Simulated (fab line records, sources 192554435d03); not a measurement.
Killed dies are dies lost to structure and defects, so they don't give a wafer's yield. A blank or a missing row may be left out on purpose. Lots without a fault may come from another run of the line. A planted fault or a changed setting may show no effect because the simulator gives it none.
Which tool did it? | flow n5_finfet | 8 lots, 23 wafers sampled, at 5 steps of a route of 1938

WHAT THE GAUGES READ, wafer by wafer
N5_BEOL_M4_RC_MEAS_101. Usual: DIBL_N 36.0 mV/V, standard deviation 1.4; DIBL_P 36.1 mV/V, standard deviation 1.4; IOFF_N 0.153 nA/um, standard deviation 0.02; IOFF_N_85C 3.0 nA/um, standard deviation 0.33; IOFF_N_LIN 0.072 nA/um, standard deviation 0.0076; IOFF_N_LONG 5.54e-05 nA/um, standard deviation 2.3e-06; IOFF_P 0.211 nA/um, standard deviation 0.026; IOFF_P_LIN 0.101 nA/um, standard deviation 0.01; IOFF_P_LONG 0.000107 nA/um, standard deviation 8.3e-06; ION_N 673 uA/um, standard deviation 8.7; ION_P 463 uA/um, standard deviation 6.7; SS_N 71.5 mV/dec, standard deviation 0.5; SS_P 73.3 mV/dec, standard deviation 0.54; VT_N 250.1 mV, standard deviation 2.4; VT_N_LONG 274.6 mV, standard deviation 1.8; VT_N_LVT 98.6 mV, standard deviation 2.4; VT_P -250.2 mV, standard deviation 2.9; VT_P_LONG -275.1 mV, standard deviation 2.5; VT_P_LVT -98.4 mV, standard deviation 2.5.
lot  | measured     | on        | DIBL_N (mV/V)  | DIBL_P (mV/V)  | IOFF_N (nA/um)    | IOFF_N_85C (nA/um) | IOFF_N_LIN (nA/um) | IOFF_N_LONG (nA/um)        | IOFF_P (nA/um)    | IOFF_P_LIN (nA/um) | IOFF_P_LONG (nA/um)        | ION_N (uA/um) | ION_P (uA/um) | SS_N (mV/dec)  | SS_P (mV/dec)  | VT_N (mV)         | VT_N_LONG (mV)    | VT_N_LVT (mV)     | VT_P (mV)            | VT_P_LONG (mV)       | VT_P_LVT (mV)      | flag
L537 | day 8 12:31  | prober-02 | 35.0 34.5 35.7 | 36.0 34.9 36.5 | 0.147 0.134 0.149 | 3.0 2.7 3.0        | 0.073 0.066 0.072  | 5.66e-05 5.73e-05 5.63e-05 | 0.215 0.201 0.231 | 0.102 0.098 0.107  | 0.000112 0.000112 0.000116 | 681 671 675   | 478 469 472   | 70.4 71.1 71.2 | 72.5 72.2 72.7 | 248.7 251.1 250.3 | 275.9 275.1 274.6 | 95.5 96.6 97.8    | -247.8 -247.9 -247.5 | -274.1 -274.8 -274.5 | -95.5 -95.9 -95.4  |
L543 | day 10 01:04 | prober-01 | 36.3 34.7 35.5 | 36.8 34.4 34.8 | 0.154 0.122 0.134 | 3.0 2.5 2.7        | 0.072 0.059 0.063  | 5.27e-05 5.26e-05 5.28e-05 | 0.216 0.195 0.189 | 0.102 0.096 0.094  | 9.8e-05 9.9e-05 9.9e-05    | 672 658 662   | 462 461 455   | 71.3 70.6 71.8 | 73.6 72.6 72.5 | 253.1 253.3 253.9 | 278.6 276.8 276.2 | 97.8 103.4 101.8  | -250.0 -252.4 -252.3 | -276.4 -272.8 -276.7 | -98.5 -99.4 -100.0 |
L544 | day 10 14:56 | prober-01 | 34.6 34.5 35.4 | 35.6 34.9 36.6 | 0.142 0.141 0.153 | 2.8 2.8 3.0        | 0.069 0.067 0.072  | 5.53e-05 5.65e-05 5.48e-05 | 0.207 0.189 0.216 | 0.099 0.092 0.102  | 0.000112 0.000104 0.000106 | 669 669 672   | 465 454 465   | 71.8 71.3 71.6 | 73.1 73.5 73.7 | 251.7 252.4 249.5 | 273.7 273.5 275.1 | 101.3 102.2 100.6 | -248.8 -252.2 -251.7 | -276.0 -274.5 -274.9 | -99.4 -101.2 -99.0 |
L545 | day 10 23:22 | prober-01 | 37.4 36.4 38.7 | 38.2 36.8 39.7 | 0.177 0.074 0.098 | 3.3 1.6 2.0        | 0.079 0.034 0.043  | 5.68e-05 3.53e-05 3.54e-05 | 0.241 0.267 0.336 | 0.112 0.127 0.151  | 0.000112 0.000133 0.000134 | 680 628 640   | 465 475 478   | 72.0 71.5 72.2 | 73.2 72.6 73.7 | 249.7 270.2 269.7 | 276.3 294.7 297.6 | 97.5 119.7 116.6  | -247.3 -241.5 -240.5 | -273.5 -268.7 -268.3 | -97.1 -93.3 -88.7  | OFF
L546 | day 11 06:45 | prober-01 | 34.6 34.2 35.7 | 35.7 35.0 36.7 | 0.140 0.057 0.068 | 2.8 1.3 1.6        | 0.066 0.028 0.032  | 5.57e-05 3.46e-05 3.54e-05 | 0.202 0.236 0.270 | 0.099 0.117 0.130  | 0.00011 0.000128 0.000128  | 667 621 633   | 464 473 478   | 71.3 70.6 72.0 | 73.1 73.6 73.2 | 250.4 274.8 271.8 | 275.8 296.7 294.3 | 99.2 122.4 120.1  | -249.8 -243.0 -242.4 | -274.0 -267.2 -265.1 | -97.8 -91.8 -91.4  | OFF
L549 | day 12 09:02 | prober-02 | 35.7 34.3      | 35.6 34.4      | 0.072 0.142       | 1.6 2.8            | 0.034 0.068        | 3.54e-05 5.63e-05          | 0.254 0.192       | 0.122 0.096        | 0.000132 0.000108          | 628 664       | 475 461       | 71.9 71.4      | 72.5 73.1      | 269.3 251.3       | 299.2 276.2       | 119.0 98.5        | -245.9 -252.7        | -265.7 -274.8        | -92.7 -99.8        | OFF
L556 | day 13 13:52 | prober-01 | 35.8 36.2 35.2 | 35.7 34.8 34.3 | 0.150 0.147 0.133 | 3.1 3.0 2.7        | 0.071 0.071 0.065  | 5.77e-05 5.7e-05 5.79e-05  | 0.221 0.208 0.194 | 0.106 0.101 0.095  | 0.000118 0.000116 0.000116 | 679 670 660   | 477 462 463   | 71.8 71.2 71.2 | 73.2 73.2 72.6 | 247.9 248.4 251.4 | 272.3 274.3 274.4 | 98.7 97.8 100.7   | -248.5 -249.6 -251.8 | -271.1 -273.1 -273.2 | -95.6 -96.9 -98.0  |
L559 | day 13 19:11 | prober-01 | 35.5 35.1 36.6 | 34.3 34.3 35.9 | 0.139 0.139 0.153 | 2.7 2.7 2.9        | 0.066 0.068 0.071  | 5.83e-05 5.85e-05 5.73e-05 | 0.185 0.189 0.216 | 0.092 0.093 0.100  | 0.000103 0.000108 0.000106 | 659 669 662   | 456 459 462   | 71.2 71.4 71.1 | 72.3 72.9 72.4 | 250.1 253.1 252.1 | 274.5 274.0 274.3 | 98.1 98.6 96.9    | -250.4 -250.0 -251.4 | -275.7 -274.0 -276.5 | -97.5 -97.0 -95.4  |

WHICH TOOL RAN EACH LOT (tool, then ch and the chambers of the sampled wafers, then the start)
lot  | N5_HKMG_FIN_DESCUM_17             | N5_HKMG_FIN_ETCH_31               | N5_HKMG_FIN_NWFM_ALD_20            | N5_HKMG_FIN_ALD_72
L537 | rie_diel-01 ch 1,2, day 4 03:14   | rie_diel-01 ch 1,2, day 4 03:17   | ald_metal-04 ch 1,2,3, day 4 05:23 | cvd_w-02 ch 0,1, day 4 06:55
L543 | rie_diel-04 ch 0,2,3, day 5 14:27 | rie_diel-04 ch 0,2,3, day 5 14:30 | ald_metal-04 ch 0,2,3, day 5 16:24 | cvd_w-02 ch 0,1, day 5 17:58
L544 | rie_diel-05 ch 1,2,3, day 5 21:46 | rie_diel-05 ch 1,2,3, day 5 21:47 | ald_metal-01 ch 1,2,3, day 5 23:55 | cvd_w-01 ch 0,1, day 6 01:28
L545 | rie_diel-01 ch 0,2,3, day 6 03:25 | rie_diel-01 ch 0,2,3, day 6 03:27 | ald_metal-04 ch 1,2, day 6 05:28   | cvd_w-01 ch 0,1, day 6 07:01
L546 | rie_diel-04 ch 1,2, day 6 09:21   | rie_diel-04 ch 1,2, day 6 09:23   | ald_metal-04 ch 0,2, day 6 11:18   | cvd_w-02 ch 0,1, day 6 12:51
L549 | rie_diel-04 ch 0,3, day 7 09:46   | rie_diel-04 ch 0,3, day 7 09:48   | ald_metal-04 ch 0,1, day 7 11:43   | cvd_w-02 ch 0, day 7 13:26
L556 | rie_diel-04 ch 0,2,3, day 8 21:47 | rie_diel-04 ch 0,2,3, day 8 21:50 | ald_metal-03 ch 0,1, day 8 23:44   | cvd_w-02 ch 0,1, day 9 01:17
L559 | rie_diel-01 ch 0,2,3, day 9 14:25 | rie_diel-01 ch 0,2,3, day 9 14:27 | ald_metal-03 ch 0,1,3, day 9 16:23 | cvd_w-02 ch 0,1, day 9 18:17
- N5_HKMG_FIN_DESCUM_17: chemistry O2, time 7.9 s.
- N5_HKMG_FIN_ETCH_31: etches SiARC in CF4, target depth 45.5 nm, time 75.8 s.
- N5_HKMG_FIN_NWFM_ALD_20: deposits TiAlC, target thk 2 nm, pulse time 3 s, purge time 2 s.
- N5_HKMG_FIN_ALD_72: deposits W, target thk 2 nm, pulse time 1 s, purge time 2 s.

WHAT THE TOOLS THEMSELVES READ (means of the sampled wafers that have a number; where no wafer has one, the mark that the record gives instead)
N5_HKMG_FIN_DESCUM_17. Usual: drypump_motor_current_A 5.8 A, standard deviation 0.49; oes_product_au 0.77 a.u., standard deviation 0.061; rf_vpp_V 243.3 V, standard deviation 1.4; showerhead_plenum_p_Torr 2.10 Torr, standard deviation 0.077; throttle_valve_pct 20.50 %, standard deviation 0.2.
lot  | tool        | drypump_motor_current_A (A) | oes_product_au (a.u.) | rf_vpp_V (V) | showerhead_plenum_p_Torr (Torr) | throttle_valve_pct (%) | flag
L537 | rie_diel-01 | 6.0                         | 0.76                  | 241.7        | 2.05                            | 20.54                  |
L543 | rie_diel-04 | 6.2                         | 0.81                  | 244.1        | 2.13                            | 20.34                  |
L544 | rie_diel-05 | 5.6                         | 0.78                  | 244.4        | 2.10                            | 20.65                  |
L545 | rie_diel-01 | 5.5                         | 0.75                  | 242.6        | 2.08                            | 20.53                  |
L546 | rie_diel-04 | 5.9                         | 0.74                  | 243.6        | 2.11                            | 20.52                  |
L549 | rie_diel-04 | 6.2                         | 0.83                  | 243.5        | 2.12                            | 20.23                  |
L556 | rie_diel-04 | 6.2                         | 0.77                  | 243.8        | 2.12                            | 20.39                  |
L559 | rie_diel-01 | 5.5                         | 0.73                  | 244.1        | 2.07                            | 20.58                  |

N5_HKMG_FIN_ETCH_31. Usual: drypump_motor_current_A 5.8 A, standard deviation 0.49; etch_rf_on_time_s 75.7 s, standard deviation 0.85; oes_product_au 0.66 a.u., standard deviation 0.051; rf_vpp_V 184.1 V, standard deviation 1.3; showerhead_plenum_p_Torr 2.15 Torr, standard deviation 0.075; throttle_valve_pct 15.69 %, standard deviation 0.21.
lot  | tool        | drypump_motor_current_A (A) | etch_rf_on_time_s (s) | oes_product_au (a.u.) | rf_vpp_V (V) | showerhead_plenum_p_Torr (Torr) | throttle_valve_pct (%) | flag
L537 | rie_diel-01 | 6.0                         | 76.5                  | 0.64                  | 183.8        | 2.11                            | 15.78                  |
L543 | rie_diel-04 | 6.2                         | 76.2                  | 0.68                  | 184.1        | 2.18                            | 15.53                  |
L544 | rie_diel-05 | 5.6                         | 76.0                  | 0.68                  | 183.2        | 2.15                            | 15.77                  |
L545 | rie_diel-01 | 5.5                         | 75.0                  | 0.65                  | 184.0        | 2.14                            | 15.76                  |
L546 | rie_diel-04 | 5.9                         | 75.9                  | 0.63                  | 185.1        | 2.16                            | 15.72                  |
L549 | rie_diel-04 | 6.2                         | 75.7                  | 0.71                  | 184.7        | 2.17                            | 15.40                  |
L556 | rie_diel-04 | 6.2                         | 76.1                  | 0.66                  | 184.0        | 2.17                            | 15.58                  |
L559 | rie_diel-01 | 5.5                         | 75.5                  | 0.62                  | 183.3        | 2.13                            | 15.83                  |

N5_HKMG_FIN_NWFM_ALD_20. Usual: heater_power_w 478 W, standard deviation 47; precursor_pulse_height_rel 1.001, standard deviation 0.018.
lot  | tool         | heater_power_w (W) | precursor_pulse_height_rel | flag
L537 | ald_metal-04 | 475                | 1.006                      |
L543 | ald_metal-04 | 468                | 0.979                      |
L544 | ald_metal-01 | 497                | 1.004                      |
L545 | ald_metal-04 | 492                | 0.999                      |
L546 | ald_metal-04 | 491                | 0.986                      |
L549 | ald_metal-04 | 508                | 1.023                      |
L556 | ald_metal-03 | 417                | 1.001                      |
L559 | ald_metal-03 | 427                | 1.019                      |

N5_HKMG_FIN_ALD_72. Usual: heater_power_w 515 W, standard deviation 32; precursor_pulse_height_rel 1.002, standard deviation 0.021.
lot  | tool     | heater_power_w (W) | precursor_pulse_height_rel | flag
L537 | cvd_w-02 | 476                | 0.999                      |
L543 | cvd_w-02 | 479                | 1.001                      |
L544 | cvd_w-01 | 533                | 1.007                      |
L545 | cvd_w-01 | 545                | 0.999                      |
L546 | cvd_w-02 | 478                | 0.999                      |
L549 | cvd_w-02 | 465                | 0.999                      |
L556 | cvd_w-02 | 489                | 1.006                      |
L559 | cvd_w-02 | 489                | 0.997                      |

THE ANSWER, worked out from the rows above alone
Rule: a lot is off if the mean of its wafers that have a number lies more than 3 standard deviations from the usual mean. A lot without any number at a reading at which 4 lots or more have one is off too. The other lots that the step has rows for count as sound. The gauges are gone through in route order, then the tools' own readings, and for those a lot's mean is taken as printed above. The first step at which some lot is off is used, and at that step the reading that is off furthest; a lot without a number counts as furthest.
Off: L545, L546, L549, at N5_BEOL_M4_RC_MEAS_101 (VT_N_LONG).
A tool fits if, at a process step before that reading, it ran every lot that is off, and no sound lot after the first of them. The gauges at N5_BEOL_M4_RC_MEAS_101 are tried like those tools. One fits: ald_metal-04 at N5_HKMG_FIN_NWFM_ALD_20. Its last sound lot is L543 (day 5 16:24), its first lot that is off L545 (day 6 05:28): a fault that began between those two fits.

WHAT THE SIMULATOR HAD PUT IN
Process parameter drift: ald_metal-04, from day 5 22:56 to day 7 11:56, at N5_HKMG_FIN_NWFM_ALD_20. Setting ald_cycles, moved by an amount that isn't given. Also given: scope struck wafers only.
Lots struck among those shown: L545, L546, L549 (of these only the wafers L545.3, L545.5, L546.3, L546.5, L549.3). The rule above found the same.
